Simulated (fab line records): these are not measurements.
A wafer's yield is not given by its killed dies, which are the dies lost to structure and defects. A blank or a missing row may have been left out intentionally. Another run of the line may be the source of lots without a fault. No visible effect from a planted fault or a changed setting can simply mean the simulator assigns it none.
Matching of chambers / flow n5 finfet / rie diel-02 running N5_FIN_CUT_DESCUM_13: 4 sister chambers
The step chemistry O2, time 7 s. 4 wafers are shown with their chamber, then 7 later ones without.

## WAFERS, EACH WITH ITS CHAMBER
wafer=L084.2; chamber=3; showerhead plenum p Torr (Torr)=2.26
wafer=L089.6; chamber=1; showerhead plenum p Torr (Torr)=2.07
wafer=L092.1; chamber=2; showerhead plenum p Torr (Torr)=2.00
wafer=L092.3; chamber=0; showerhead plenum p Torr (Torr)=2.08

## WAFERS WITHOUT THEIR CHAMBER
wafer=L092.4; showerhead plenum p Torr (Torr)=2.25
wafer=L093.1; showerhead plenum p Torr (Torr)=2.07
wafer=L093.4; showerhead plenum p Torr (Torr)=2.00
wafer=L093.6; showerhead plenum p Torr (Torr)=2.07
wafer=L096.1; showerhead plenum p Torr (Torr)=2.07
wafer=L096.4; showerhead plenum p Torr (Torr)=2.07
wafer=L096.5; showerhead plenum p Torr (Torr)=2.25

## EACH ONE'S CHAMBER
wafer=L092.4; from the rows above=3; in truth=3
wafer=L093.1; from the rows above=can't be placed: 1 or 0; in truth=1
wafer=L093.4; from the rows above=2; in truth=2
wafer=L093.6; from the rows above=can't be placed: 1 or 0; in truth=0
wafer=L096.1; from the rows above=can't be placed: 1 or 0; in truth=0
wafer=L096.4; from the rows above=can't be placed: 1 or 0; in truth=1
wafer=L096.5; from the rows above=3; in truth=3
Correctly placed: 3 of 7. From these rows, 4 cannot be placed; in 4 the true chamber is one of the candidates. Wrongly placed: 0.
How it was worked out, from the rows above alone: a wafer's distance from a chamber is the root of the sum, over the readings, of the square of ((its reading less the chamber's mean) divided by the reading's scatter). The wafer belongs to the nearest chamber; if the next one is less than 2 further off, it can't be placed. Each chamber's mean is taken over the wafers shown for it. The scatter (one wafer shown for each chamber): square how far every hidden wafer sits from the nearest shown wafer, average those squares and take the square root.
